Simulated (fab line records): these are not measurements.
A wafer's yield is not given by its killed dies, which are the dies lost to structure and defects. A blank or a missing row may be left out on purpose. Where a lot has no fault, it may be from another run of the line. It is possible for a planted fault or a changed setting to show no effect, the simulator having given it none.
Matching of chambers | flow n5-finfet | 4 sister chambers for N5_FIN_SAQP_ETCH_34 on rie-diel-04
The step etches SiO2 in C4F6/O2, target depth 45 nm, time 15 s. 16 wafers are shown with their chamber, then 8 later ones without.

## WAFERS WITH THEIR CHAMBER
wafer  | chamber | rf-vpp-V (V) | throttle-valve-pct (%) | showerhead-plenum-p-Torr (Torr)
L082.1 | 3       | 664          | 20.88                  | 2.84
L082.2 | 2       | 661          | 20.87                  | 2.81
L082.4 | 1       | 666          | 21.06                  | 2.74
L084.4 | 0       | 651          | 20.98                  | 2.84
L084.5 | 0       | 650          | 20.99                  | 2.84
L084.6 | 3       | 663          | 20.89                  | 2.83
L086.2 | 1       | 665          | 21.06                  | 2.74
L086.3 | 3       | 665          | 20.89                  | 2.83
L086.4 | 0       | 651          | 20.99                  | 2.84
L089.2 | 1       | 665          | 21.09                  | 2.74
L089.4 | 2       | 661          | 20.88                  | 2.80
L089.5 | 0       | 650          | 21.00                  | 2.83
L091.2 | 0       | 649          | 21.00                  | 2.83
L091.4 | 1       | 666          | 21.09                  | 2.73
L091.5 | 0       | 649          | 21.01                  | 2.83
L093.1 | 1       | 665          | 21.10                  | 2.73

SIGNATURES, as means of the wafers listed above
reading                  | chamber 0 | chamber 1 | chamber 2 | chamber 3 | scatter within a chamber
rf-vpp-V                 | 650.00    | 665.40    | 661.00    | 664.00    | 0.775
throttle-valve-pct       | 20.9950   | 21.0800   | 20.8750   | 20.8867   | 0.0131
showerhead-plenum-p-Torr | 2.8350    | 2.7360    | 2.8050    | 2.8333    | 0.00568
Rule: distance of a wafer from a chamber = root of the sum over the readings of ((wafer's reading minus chamber's mean) / reading's scatter) squared. The wafer belongs to the nearest chamber; if the next one is less than 2 further off, it can't be placed. The scatter is the square root of a quotient: the sum, over the shown wafers, of each reading's squared deviation from its chamber's mean, divided by wafers minus chambers.

## WAFERS WHOSE CHAMBER IS MISSING
wafer  | rf-vpp-V (V) | throttle-valve-pct (%) | showerhead-plenum-p-Torr (Torr)
L093.2 | 664          | 20.89                  | 2.83
L093.4 | 651          | 21.01                  | 2.83
L095.3 | 650          | 21.03                  | 2.83
L095.4 | 664          | 21.10                  | 2.73
L095.5 | 663          | 20.89                  | 2.82
L097.2 | 666          | 21.10                  | 2.73
L097.4 | 661          | 20.90                  | 2.80
L097.6 | 652          | 21.03                  | 2.83

## CHAMBER TAKEN BY EACH
wafer  | from the rows above     | in truth
L093.2 | 3                       | 3
L093.4 | 0                       | 0
L095.3 | 0                       | 0
L095.4 | 1                       | 1
L095.5 | can't be placed: 3 or 2 | 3
L097.2 | 1                       | 1
L097.4 | 2                       | 2
L097.6 | 0                       | 0
Correctly placed: 7 of 8. These rows do not allow placing 1 (true chamber among the candidates in 1). 0 placed wrongly.
